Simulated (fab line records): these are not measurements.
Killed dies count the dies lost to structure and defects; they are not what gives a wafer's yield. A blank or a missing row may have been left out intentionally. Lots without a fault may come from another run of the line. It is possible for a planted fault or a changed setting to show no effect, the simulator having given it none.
Which of the tools did it? || flow n5-finfet || 10 lots with 29 wafers sampled at 5 steps, on a route of 1938 steps

WHAT THE GAUGES READ, wafer by wafer
N5_BEOL_M2_INSPECT_59: inspects for defects (darkfield).
{"lot": "L893", "measured": "day 7 04:37", "on": "defect-inspect-01", "raw-defect-count": "66 70 92"}
{"lot": "L894", "measured": "day 7 07:40", "on": "defect-inspect-01", "raw-defect-count": "53 86 41"}
{"lot": "L895", "measured": "day 7 10:37", "on": "defect-inspect-01", "raw-defect-count": "40 55 68"}
{"lot": "L898", "measured": "day 8 05:10", "on": "defect-inspect-01", "raw-defect-count": "71 78 66"}
{"lot": "L900", "measured": "day 9 03:19", "on": "defect-inspect-01", "raw-defect-count": "125 81 97"}
{"lot": "L901", "measured": "day 9 05:43", "on": "defect-inspect-02", "raw-defect-count": "82 101 90"}
{"lot": "L899", "measured": "day 9 09:10", "on": "defect-inspect-02", "raw-defect-count": "59 56 93"}
{"lot": "L912", "measured": "day 11 10:14", "on": "defect-inspect-02", "raw-defect-count": "66 79 60"}
{"lot": "L911", "measured": "day 11 16:01", "on": "defect-inspect-01", "raw-defect-count": "71 70"}
{"lot": "L916", "measured": "day 12 16:28", "on": "defect-inspect-02", "raw-defect-count": "91 86 60"}

TOOL THAT RAN EACH LOT (tool first, then ch and the chambers of the sampled wafers, then the start)
{"lot": "L893", "N5_BEOL_M2_SPUTTER_92": "pvd-sputter-01, day 7 03:06", "N5_BEOL_M2_ECD_50": "ecd-cu-02 ch 0,1, day 7 03:40", "N5_BEOL_M2_CMP_52": "cmp-04 ch 1,2,3, day 7 04:07", "N5_BEOL_M2_DEP_57": "pecvd-04 ch 0,1,2, day 7 04:32"}
{"lot": "L894", "N5_BEOL_M2_SPUTTER_92": "pvd-sputter-01, day 7 05:41", "N5_BEOL_M2_ECD_50": "ecd-cu-02 ch 0,1, day 7 06:14", "N5_BEOL_M2_CMP_52": "cmp-04 ch 1,2,3, day 7 07:10", "N5_BEOL_M2_DEP_57": "pecvd-04 ch 0,1,2, day 7 07:34"}
{"lot": "L895", "N5_BEOL_M2_SPUTTER_92": "pvd-sputter-01, day 7 09:02", "N5_BEOL_M2_ECD_50": "ecd-cu-01 ch 0, day 7 09:36", "N5_BEOL_M2_CMP_52": "cmp-02 ch 1,3, day 7 10:05", "N5_BEOL_M2_DEP_57": "pecvd-03 ch 1,2, day 7 10:32"}
{"lot": "L898", "N5_BEOL_M2_SPUTTER_92": "pvd-sputter-01, day 8 03:24", "N5_BEOL_M2_ECD_50": "ecd-cu-02 ch 0,1, day 8 03:58", "N5_BEOL_M2_CMP_52": "cmp-02 ch 0,2,3, day 8 04:37", "N5_BEOL_M2_DEP_57": "pecvd-02 ch 0,1, day 8 05:04"}
{"lot": "L900", "N5_BEOL_M2_SPUTTER_92": "pvd-sputter-01, day 9 01:46", "N5_BEOL_M2_ECD_50": "ecd-cu-02 ch 0,1, day 9 02:22", "N5_BEOL_M2_CMP_52": "cmp-04 ch 1,2, day 9 02:43", "N5_BEOL_M2_DEP_57": "pecvd-03 ch 0,2, day 9 03:13"}
{"lot": "L901", "N5_BEOL_M2_SPUTTER_92": "pvd-sputter-03, day 9 04:11", "N5_BEOL_M2_ECD_50": "ecd-cu-02 ch 0, day 9 04:45", "N5_BEOL_M2_CMP_52": "cmp-02 ch 0,2, day 9 05:10", "N5_BEOL_M2_DEP_57": "pecvd-02 ch 0,1,2, day 9 05:37"}
{"lot": "L899", "N5_BEOL_M2_SPUTTER_92": "pvd-sputter-02, day 9 07:38", "N5_BEOL_M2_ECD_50": "ecd-cu-02 ch 0,1, day 9 08:11", "N5_BEOL_M2_CMP_52": "cmp-01 ch 0,1,2, day 9 08:41", "N5_BEOL_M2_DEP_57": "pecvd-04 ch 0,1, day 9 09:05"}
{"lot": "L912", "N5_BEOL_M2_SPUTTER_92": "pvd-sputter-02, day 11 08:43", "N5_BEOL_M2_ECD_50": "ecd-cu-01 ch 0,1, day 11 09:17", "N5_BEOL_M2_CMP_52": "cmp-02 ch 0,1,2, day 11 09:41", "N5_BEOL_M2_DEP_57": "pecvd-04 ch 0,1, day 11 10:08"}
{"lot": "L911", "N5_BEOL_M2_SPUTTER_92": "pvd-sputter-02, day 11 14:25", "N5_BEOL_M2_ECD_50": "ecd-cu-01 ch 0,1, day 11 14:58", "N5_BEOL_M2_CMP_52": "cmp-02 ch 2,3, day 11 15:27", "N5_BEOL_M2_DEP_57": "pecvd-04 ch 0,1, day 11 15:56"}
{"lot": "L916", "N5_BEOL_M2_SPUTTER_92": "pvd-sputter-03, day 12 14:57", "N5_BEOL_M2_ECD_50": "ecd-cu-01 ch 0,1, day 12 15:31", "N5_BEOL_M2_CMP_52": "cmp-02 ch 0,1,3, day 12 15:53", "N5_BEOL_M2_DEP_57": "pecvd-04 ch 0,2, day 12 16:22"}
- N5_BEOL_M2_SPUTTER_92: material Cu, target thk 4.5 nm, time 8.29 s.
- N5_BEOL_M2_ECD_50: material Cu, target thk 300 nm.
- N5_BEOL_M2_CMP_52: polishes, stops on SiOC, t overpolish 6.8 s, target thk 40 nm.
- N5_BEOL_M2_DEP_57: deposits SiCN from 3MS/NH3, target thk 8 nm, time 14 s.

THE ANSWER, worked out from the rows above alone
Rule: usual is defined by the lots themselves. The widest of any qualifying gaps counts: lots, ordered by their means at a reading, are off when they make up no more than a third of the lots, leave a main group of 4 or more, and stand apart from it by 3 or more times the standard deviation of that group's means. Not used: any main group whose means are identical at the precision the tables above print for the reading. A lot without any number at a reading at which 4 lots or more have one is off too. Any other lot the step has rows for is counted as sound.
No lot is off on any of the readings shown, so nothing can be concluded from this.

WHAT THE SIMULATOR HAD PUT IN
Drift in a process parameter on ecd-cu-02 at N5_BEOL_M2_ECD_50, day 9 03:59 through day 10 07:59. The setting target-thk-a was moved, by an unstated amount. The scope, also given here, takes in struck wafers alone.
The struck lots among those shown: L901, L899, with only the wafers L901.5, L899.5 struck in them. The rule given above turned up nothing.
